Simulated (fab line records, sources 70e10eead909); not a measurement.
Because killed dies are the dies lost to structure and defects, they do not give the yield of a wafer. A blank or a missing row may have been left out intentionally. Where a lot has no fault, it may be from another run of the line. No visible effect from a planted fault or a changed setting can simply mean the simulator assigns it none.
What tool caused it? | flow nand harc | 72 wafers from 24 lots sampled at 6 of the route's 1302 steps

WHAT THE GAUGES SHOWED, per wafer
NHARC_P_M0_OVL_MEAS_10: pitch 180 nm. Usual: overlay x nm 0.1 nm, standard deviation 0.83; overlay y nm -0.1 nm, standard deviation 0.98.
lot  | measured     | on         | overlay x nm (nm) | overlay y nm (nm) | flag
L074 | day 6 04:17  | overlay-02 | 1.5 1.7 1.0       | 0.4 0.4 -0.2      |
L075 | day 6 04:28  | overlay-02 | 0.7 0.0 -0.5      | -0.9 -0.1 -0.4    |
L076 | day 6 16:42  | overlay-02 | -0.3 0.2 -0.3     | -0.2 -0.4 -0.1    |
L077 | day 7 05:47  | overlay-02 | -0.5 -0.3 0.1     | -1.9 -0.8 -1.1    |
L078 | day 7 15:34  | overlay-01 | -0.8 -0.9 -1.0    | 0.2 0.6 0.5       |
L079 | day 8 01:35  | overlay-02 | 0.0 -0.1 -0.1     | 0.0 0.1 -0.3      |
L080 | day 8 14:32  | overlay-01 | -0.8 -1.0 -0.3    | 1.4 1.4 1.3       |
L081 | day 8 20:26  | overlay-02 | 1.4 0.6 0.7       | -0.2 -0.3 0.2     |
L082 | day 9 12:27  | overlay-01 | 0.3 0.5 -0.1      | -1.1 -0.3 0.2     |
L083 | day 9 17:41  | overlay-01 | -0.3 -0.2 0.6     | 1.1 0.4 0.7       |
L084 | day 10 10:24 | overlay-02 | 0.0 0.4 -0.3      | 0.1 0.3 -0.3      |
L085 | day 10 12:28 | overlay-01 | 0.8 0.0 0.0       | -0.3 -0.6 -0.1    |
L086 | day 10 23:50 | overlay-02 | -0.7 -0.9 -1.0    | -2.1 -1.4 -1.3    |
L087 | day 11 10:56 | overlay-01 | 1.3 1.4 0.9       | -0.6 -1.2 -0.9    |
L088 | day 12 05:17 | overlay-01 | -0.3 0.0 -0.1     | -1.3 -1.5 -1.0    |
L089 | day 12 05:50 | overlay-01 | -0.1 -0.5 -0.2    | -0.3 0.1 -0.3     |
L090 | day 12 22:58 | overlay-02 | 2.1 1.6 1.5       | 0.9 1.3 1.1       |
L091 | day 13 08:07 | overlay-01 | -1.3 -0.6 -0.4    | 1.7 2.4 1.4       |
L092 | day 13 08:32 | overlay-01 | -0.8 -0.9 -1.0    | 0.6 0.2 0.3       |
L093 | day 13 21:56 | overlay-01 | 0.1 1.4 0.9       | -0.7 -0.8 -1.4    |
L094 | day 14 10:37 | overlay-01 | -0.1 0.0 0.9      | -1.1 -1.6 -1.9    |
L095 | day 14 18:01 | overlay-02 | 0.8 1.0 0.5       | -0.2 -0.5 0.0     |
L096 | day 15 21:53 | overlay-02 | -1.0 -1.5 -0.8    | 2.0 1.3 2.5       |
L097 | day 15 23:01 | overlay-01 | 1.5 0.9 0.9       | -0.2 -0.1 -0.7    |

NHARC_P_M0_THK_MEAS_24: measures by xrf. Usual: thk nm reads 117.9 nm (standard deviation 1.6).
lot  | measured     | on            | thk nm (nm)       | flag
L074 | day 6 06:41  | film metro-02 | 118.3 118.0 117.5 |
L075 | day 6 06:53  | film metro-02 | 116.7 118.6 119.1 |
L076 | day 6 19:17  | film metro-02 | 117.2 116.8 118.0 |
L077 | day 7 08:15  | film metro-01 | 116.8 117.5 118.1 |
L078 | day 7 17:58  | film metro-02 | 115.9 117.8 116.2 |
L079 | day 8 04:58  | film metro-01 | 117.1 116.3 117.1 |
L080 | day 8 17:08  | film metro-02 | 116.0 118.0 115.9 |
L081 | day 8 22:50  | film metro-01 | 115.8 117.9 117.0 |
L082 | day 9 14:52  | film metro-02 | 116.3 116.3 118.9 |
L083 | day 9 20:14  | film metro-02 | 118.1 116.6 116.4 |
L084 | day 10 12:49 | film metro-02 | 119.1 122.1 118.8 |
L085 | day 10 14:53 | film metro-02 | 119.4 119.4 117.4 |
L086 | day 11 02:16 | film metro-02 | 118.4 120.0 121.3 |
L087 | day 11 13:26 | film metro-02 | 119.2 119.5 117.5 |
L088 | day 12 07:43 | film metro-02 | 118.5 116.8 118.3 |
L089 | day 12 08:23 | film metro-02 | 115.1 117.6 116.3 |
L090 | day 13 01:35 | film metro-01 | 116.3 114.3 113.8 |
L091 | day 13 10:50 | film metro-01 | 117.4 116.6 117.9 |
L092 | day 13 10:58 | film metro-02 | 120.8 117.1 118.8 |
L093 | day 14 00:23 | film metro-01 | 117.7 117.9 117.2 |
L094 | day 14 13:04 | film metro-01 | 118.1 117.2 120.0 |
L095 | day 14 20:26 | film metro-01 | 119.9 118.6 116.6 |
L096 | day 16 00:19 | film metro-02 | 121.0 119.8 119.0 |
L097 | day 16 01:28 | film metro-01 | 116.7 115.7 117.2 |

WHAT TOOL EACH LOT RAN ON (gives the tool, then ch and the chambers of the sampled wafers, and finally the start)
lot  | NHARC_P_GATE_DESCUM_31             | NHARC_P_GATE_RTA_80              | NHARC_P_CONTACT_ETCH_36                       | NHARC_P_CONTACT_CVD_23
L074 | rie diel-03 ch 0,2, day 5 04:00    | rtp anneal-02 ch 0, day 5 21:46  | rie diel-12 ch 0,1,2, day 6 04:17 or earlier  | cvd w-02 ch 0,1, day 6 04:17 or earlier
L075 | rie diel-09 ch 0,1, day 5 04:10    | rtp anneal-02 ch 0, day 5 21:58  | rie diel-02 ch 0,1, day 6 04:28 or earlier    | cvd w-01 ch 0,1, day 6 04:28 or earlier
L076 | rie diel-01 ch 0,1,3, day 5 16:38  | rtp anneal-02 ch 0, day 6 10:13  | rie diel-02 ch 0,1, day 6 16:42 or earlier    | cvd w-02 ch 0,1, day 6 16:42 or earlier
L077 | rie diel-01 ch 1,2,3, day 6 05:53  | rtp anneal-02 ch 0, day 6 23:25  | rie diel-06 ch 1,2, day 7 05:47 or earlier    | cvd w-02 ch 0,1, day 7 05:47 or earlier
L078 | rie diel-09 ch 0,1,2, day 6 13:15  | rtp anneal-02 ch 0, day 7 09:02  | rie diel-06 ch 0,3, day 7 15:34 or earlier    | cvd w-02 ch 0,1, day 7 15:34 or earlier
L079 | rie diel-03 ch 0,1,3, day 7 00:54  | rtp anneal-01 ch 0, day 7 18:40  | rie diel-02 ch 0,1,3, day 8 01:35 or earlier  | cvd w-01 ch 0, day 8 01:35 or earlier
L080 | rie diel-03 ch 0,1,3, day 7 13:21  | rtp anneal-01 ch 0, day 8 08:03  | rie diel-06 ch 1,2,3, day 8 14:32 or earlier  | cvd w-02 ch 0,1, day 8 14:32 or earlier
L081 | rie diel-09 ch 0,1,3, day 7 19:58  | rtp anneal-01 ch 0, day 8 13:38  | rie diel-02 ch 1,2,3, day 8 20:26 or earlier  | cvd w-02 ch 0,1, day 8 20:26 or earlier
L082 | rie diel-01 ch 2,3, day 8 08:22    | rtp anneal-01 ch 0, day 9 02:08  | rie diel-12 ch 1,2, day 9 12:27 or earlier    | cvd w-02 ch 0,1, day 9 12:27 or earlier
L083 | rie diel-09 ch 0,2,3, day 8 17:44  | rtp anneal-01 ch 0, day 9 11:17  | rie diel-12 ch 0,2,3, day 9 17:41 or earlier  | cvd w-02 ch 0,1, day 9 17:41 or earlier
L084 | rie diel-09 ch 0,3, day 9 10:05    | rtp anneal-01 ch 0, day 10 03:39 | rie diel-12 ch 2,3, day 10 10:24 or earlier   | cvd w-01 ch 0,1, day 10 10:24 or earlier
L085 | rie diel-03 ch 2,3, day 9 12:28    | rtp anneal-02 ch 0, day 10 06:08 | rie diel-06 ch 0,2,3, day 10 12:28 or earlier | cvd w-02 ch 0,1, day 10 12:28 or earlier
L086 | rie diel-01 ch 0,1,3, day 9 20:55  | rtp anneal-02 ch 0, day 10 17:10 | rie diel-12 ch 0,2,3, day 10 23:50 or earlier | cvd w-01 ch 0,1, day 10 23:50 or earlier
L087 | rie diel-01 ch 1,2,3, day 10 10:55 | rtp anneal-02 ch 0, day 11 04:34 | rie diel-06 ch 0,3, day 11 10:56 or earlier   | cvd w-02 ch 0,1, day 11 10:56 or earlier
L088 | rie diel-03 ch 2,3, day 11 04:57   | rtp anneal-02 ch 0, day 11 22:44 | rie diel-12 ch 0,3, day 12 05:17 or earlier   | cvd w-02 ch 0,1, day 12 05:17 or earlier
L089 | rie diel-03 ch 0,1,3, day 11 05:26 | rtp anneal-02 ch 0, day 11 23:13 | rie diel-02 ch 1,2, day 12 05:50 or earlier   | cvd w-02 ch 1, day 12 05:50 or earlier
L090 | rie diel-03 ch 0,2,3, day 11 22:40 | rtp anneal-02 ch 0, day 12 16:14 | rie diel-12 ch 0,1,2, day 12 22:58 or earlier | cvd w-01 ch 0,1, day 12 22:58 or earlier
L091 | rie diel-01 ch 0,1,3, day 12 08:00 | rtp anneal-01 ch 0, day 13 01:43 | rie diel-06 ch 0,2,3, day 13 08:07 or earlier | cvd w-01 ch 0,1, day 13 08:07 or earlier
L092 | rie diel-01 ch 0,1,3, day 12 08:19 | rtp anneal-02 ch 0, day 13 01:59 | rie diel-02 ch 0,3, day 13 08:32 or earlier   | cvd w-01 ch 0,1, day 13 08:32 or earlier
L093 | rie diel-09 ch 0,1,2, day 12 21:51 | rtp anneal-02 ch 0, day 13 15:42 | rie diel-12 ch 0,1,2, day 13 21:56 or earlier | cvd w-01 ch 0,1, day 13 21:56 or earlier
L094 | rie diel-01 ch 0,1, day 13 10:28   | rtp anneal-02 ch 0, day 14 04:02 | rie diel-06 ch 0,2,3, day 14 10:37 or earlier | cvd w-01 ch 0,1, day 14 10:37 or earlier
L095 | rie diel-09 ch 1,2,3, day 13 17:33 | rtp anneal-01 ch 0, day 14 11:21 | rie diel-02 ch 1,2,3, day 14 18:01 or earlier | cvd w-01 ch 0,1, day 14 18:01 or earlier
L096 | rie diel-03 ch 0,1, day 14 07:55   | rtp anneal-02 ch 0, day 15 01:46 | rie diel-06 ch 0,1,3, day 15 21:53 or earlier | cvd w-01 ch 0,1, day 15 21:53 or earlier
L097 | rie diel-01 ch 2,3, day 14 12:34   | rtp anneal-02 ch 0, day 15 06:13 | rie diel-12 ch 2,3, day 15 23:01 or earlier   | cvd w-01 ch 0,1, day 15 23:01 or earlier
- NHARC_P_GATE_DESCUM_31: chemistry O2, time 3 s.
- NHARC_P_GATE_RTA_80: time 30 s.
- NHARC_P_CONTACT_ETCH_36: etches the open film in N2/H2, target depth 260 nm, time 406.25 s.
- NHARC_P_CONTACT_CVD_23: deposits W, target thk 200 nm, time 557 s.

WHAT THE TOOLS THEMSELVES READ (means of the sampled wafers that have a number; where no wafer has one, the mark that the record gives instead)
NHARC_P_GATE_DESCUM_31. Usual: drypump motor current A 5.9 A, standard deviation 0.52; oes product au 1.001 a.u., standard deviation 0.01; rf vpp V 57.6 V, standard deviation 0.81; showerhead plenum p Torr 1.89 Torr, standard deviation 0.068; throttle valve pct 11.311 %, standard deviation 0.0092.
lot  | tool        | drypump motor current A (A) | oes product au (a.u.) | rf vpp V (V) | showerhead plenum p Torr (Torr) | throttle valve pct (%) | flag
L074 | rie diel-03 | 5.7                         | 1.008                 | 58.3         | 1.85                            | 11.315                 |
L075 | rie diel-09 | 6.1                         | 1.005                 | 56.6         | 1.87                            | 11.303                 |
L076 | rie diel-01 | 6.2                         | 1.005                 | 57.3         | 1.86                            | 11.312                 |
L077 | rie diel-01 | 5.9                         | 1.004                 | 57.6         | 1.87                            | 11.311                 |
L078 | rie diel-09 | 5.8                         | 0.994                 | 58.0         | 1.95                            | 11.319                 |
L079 | rie diel-03 | 5.8                         | 1.013                 | 57.1         | 1.90                            | 11.304                 |
L080 | rie diel-03 | 5.7                         | 1.005                 | 57.7         | 1.90                            | 11.316                 |
L081 | rie diel-09 | 5.8                         | 1.001                 | 57.9         | 1.89                            | 11.311                 |
L082 | rie diel-01 | 6.1                         | 1.006                 | 58.6         | 1.92                            | 11.311                 |
L083 | rie diel-09 | 6.2                         | 0.995                 | 57.5         | 1.90                            | 11.309                 |
L084 | rie diel-09 | 6.4                         | 1.003                 | 57.4         | 1.82                            | 11.313                 |
L085 | rie diel-03 | 5.5                         | 1.015                 | 57.5         | 1.88                            | 11.313                 |
L086 | rie diel-01 | 6.2                         | 0.996                 | 56.7         | 1.86                            | 11.312                 |
L087 | rie diel-01 | 5.9                         | 0.997                 | 57.9         | 1.87                            | 11.305                 |
L088 | rie diel-03 | 5.3                         | 1.016                 | 57.6         | 1.84                            | 11.314                 |
L089 | rie diel-03 | 5.7                         | 1.001                 | 57.3         | 1.89                            | 11.309                 |
L090 | rie diel-03 | 5.6                         | 1.016                 | 57.7         | 1.86                            | 11.312                 |
L091 | rie diel-01 | 6.2                         | 0.998                 | 57.9         | 1.86                            | 11.313                 |
L092 | rie diel-01 | 6.2                         | 0.993                 | 57.2         | 1.86                            | 11.310                 |
L093 | rie diel-09 | 5.8                         | 0.994                 | 58.4         | 1.94                            | 11.316                 |
L094 | rie diel-01 | 6.3                         | 0.996                 | 57.6         | 1.87                            | 11.312                 |
L095 | rie diel-09 | 5.6                         | 1.000                 | 57.3         | 1.96                            | 11.303                 |
L096 | rie diel-03 | 5.7                         | 1.004                 | 57.9         | 1.88                            | 11.306                 |
L097 | rie diel-01 | 6.3                         | 0.996                 | 57.8         | 1.90                            | 11.304                 |

NHARC_P_GATE_RTA_80. Usual: lamp power pct 2.26 %, standard deviation 0.2; wafer_temp_C_max 301.6, standard deviation 0.41.
lot  | tool          | lamp power pct (%) | wafer_temp_C_max | flag
L074 | rtp anneal-02 | 2.41               | 302.1            |
L075 | rtp anneal-02 | 2.40               | 301.9            |
L076 | rtp anneal-02 | 2.41               | 301.5            |
L077 | rtp anneal-02 | 2.41               | 302.1            |
L078 | rtp anneal-02 | 2.40               | 301.8            |
L079 | rtp anneal-01 | 1.97               | 301.2            |
L080 | rtp anneal-01 | 1.97               | 300.8            |
L081 | rtp anneal-01 | 1.97               | 301.0            |
L082 | rtp anneal-01 | 1.97               | 301.3            |
L083 | rtp anneal-01 | 1.97               | 301.4            |
L084 | rtp anneal-01 | 1.97               | 301.3            |
L085 | rtp anneal-02 | 2.40               | 301.4            |
L086 | rtp anneal-02 | 2.40               | 301.6            |
L087 | rtp anneal-02 | 2.40               | 301.8            |
L088 | rtp anneal-02 | 2.40               | 302.0            |
L089 | rtp anneal-02 | 2.40               | 301.6            |
L090 | rtp anneal-02 | 2.40               | 301.6            |
L091 | rtp anneal-01 | 1.97               | 301.4            |
L092 | rtp anneal-02 | 2.41               | 301.9            |
L093 | rtp anneal-02 | 2.41               | 301.7            |
L094 | rtp anneal-02 | 2.40               | 301.9            |
L095 | rtp anneal-01 | 1.98               | 301.4            |
L096 | rtp anneal-02 | 2.40               | 301.7            |
L097 | rtp anneal-02 | 2.40               | 301.9            |

NHARC_P_CONTACT_ETCH_36. Usual: drypump motor current A 5.6 A, standard deviation 0.45; oes product au 1.002 a.u., standard deviation 0.012; rf vpp V 431.1 V, standard deviation 2; showerhead plenum p Torr 2.06 Torr, standard deviation 0.068; throttle valve pct 14.171 %, standard deviation 0.0095.
lot  | tool        | drypump motor current A (A) | oes product au (a.u.) | rf vpp V (V) | showerhead plenum p Torr (Torr) | throttle valve pct (%) | flag
L074 | rie diel-12 | 5.6                         | 1.008                 | 431.0        | 2.07                            | 14.171                 |
L075 | rie diel-02 | 5.3                         | 1.006                 | 430.3        | 2.02                            | 14.172                 |
L076 | rie diel-02 | 5.6                         | 0.993                 | 431.7        | 2.08                            | 14.171                 |
L077 | rie diel-06 | 5.7                         | 1.012                 | 430.5        | 2.02                            | 14.171                 |
L078 | rie diel-06 | 5.3                         | 1.000                 | 431.8        | 2.07                            | 14.177                 |
L079 | rie diel-02 | 5.7                         | 1.001                 | 431.2        | 2.07                            | 14.164                 |
L080 | rie diel-06 | 5.5                         | 1.000                 | 430.4        | 2.02                            | 14.179                 |
L081 | rie diel-02 | 5.8                         | 0.998                 | 433.5        | 2.14                            | 14.177                 |
L082 | rie diel-12 | 5.3                         | 1.018                 | 430.4        | 2.05                            | 14.171                 |
L083 | rie diel-12 | 6.1                         | 0.994                 | 430.0        | 2.03                            | 14.164                 |
L084 | rie diel-12 | 6.2                         | 0.996                 | 429.1        | 1.99                            | 14.175                 |
L085 | rie diel-06 | 5.5                         | 1.001                 | 431.3        | 2.07                            | 14.176                 |
L086 | rie diel-12 | 6.1                         | 0.997                 | 429.7        | 2.03                            | 14.169                 |
L087 | rie diel-06 | 5.4                         | 0.995                 | 432.0        | 2.09                            | 14.174                 |
L088 | rie diel-12 | 5.9                         | 1.002                 | 430.2        | 2.06                            | 14.179                 |
L089 | rie diel-02 | 5.5                         | 0.990                 | 433.3        | 2.17                            | 14.174                 |
L090 | rie diel-12 | 5.6                         | 1.014                 | 431.6        | 2.06                            | 14.167                 |
L091 | rie diel-06 | 5.5                         | 1.005                 | 430.3        | 2.07                            | 14.174                 |
L092 | rie diel-02 | 5.8                         | 1.008                 | 430.6        | 2.05                            | 14.177                 |
L093 | rie diel-12 | 5.6                         | 1.012                 | 430.3        | 2.06                            | 14.174                 |
L094 | rie diel-06 | 5.5                         | 0.990                 | 431.8        | 2.07                            | 14.165                 |
L095 | rie diel-02 | 5.8                         | 0.996                 | 432.4        | 2.13                            | 14.169                 |
L096 | rie diel-06 | 5.4                         | 0.996                 | 430.2        | 2.04                            | 14.171                 |
L097 | rie diel-12 | 6.2                         | 0.994                 | 429.6        | 1.99                            | 14.169                 |

NHARC_P_CONTACT_CVD_23. Usual: heater power w 431 W, standard deviation 19; throttle valve pct 7.73 %, standard deviation 0.27.
lot  | tool     | heater power w (W) | throttle valve pct (%) | flag
L074 | cvd w-02 | 418                | 7.68                   |
L075 | cvd w-01 | 440                | 7.52                   |
L076 | cvd w-02 | 418                | 7.73                   |
L077 | cvd w-02 | 409                | 7.83                   |
L078 | cvd w-02 | 422                | 7.91                   |
L079 | cvd w-01 | 454                | 7.81                   |
L080 | cvd w-02 | 412                | 7.87                   |
L081 | cvd w-02 | 421                | 7.90                   |
L082 | cvd w-02 | 409                | 7.76                   |
L083 | cvd w-02 | 416                | 7.85                   |
L084 | cvd w-01 | 448                | 7.49                   |
L085 | cvd w-02 | 418                | 7.90                   |
L086 | cvd w-01 | 448                | 7.53                   |
L087 | cvd w-02 | 421                | 8.14                   |
L088 | cvd w-02 | 420                | 8.03                   |
L089 | cvd w-02 | 430                | 8.03                   |
L090 | cvd w-01 | 447                | 7.73                   |
L091 | cvd w-01 | 444                | 7.72                   |
L092 | cvd w-01 | 448                | 7.45                   |
L093 | cvd w-01 | 444                | 7.86                   |
L094 | cvd w-01 | 439                | 7.73                   |
L095 | cvd w-01 | 441                | 7.64                   |
L096 | cvd w-01 | 444                | 7.53                   |
L097 | cvd w-01 | 444                | 7.67                   |

THE ANSWER, worked out from the rows above alone
Rule: a lot is off if the mean of its wafers that have a number lies more than 3 standard deviations from the usual mean. A lot without any number at a reading at which 4 lots or more have one is off too. Where the step has rows for the other lots, those lots are counted as sound. First the gauges in route order, then the tools' own readings, where a lot's mean is used as printed above. At the first step where some lot is off, the reading lying furthest off is the one used; lots without a number count as furthest.
No lot is off at any reading shown: from this, nothing can be told.

WHAT THE SIMULATOR HAD PUT IN
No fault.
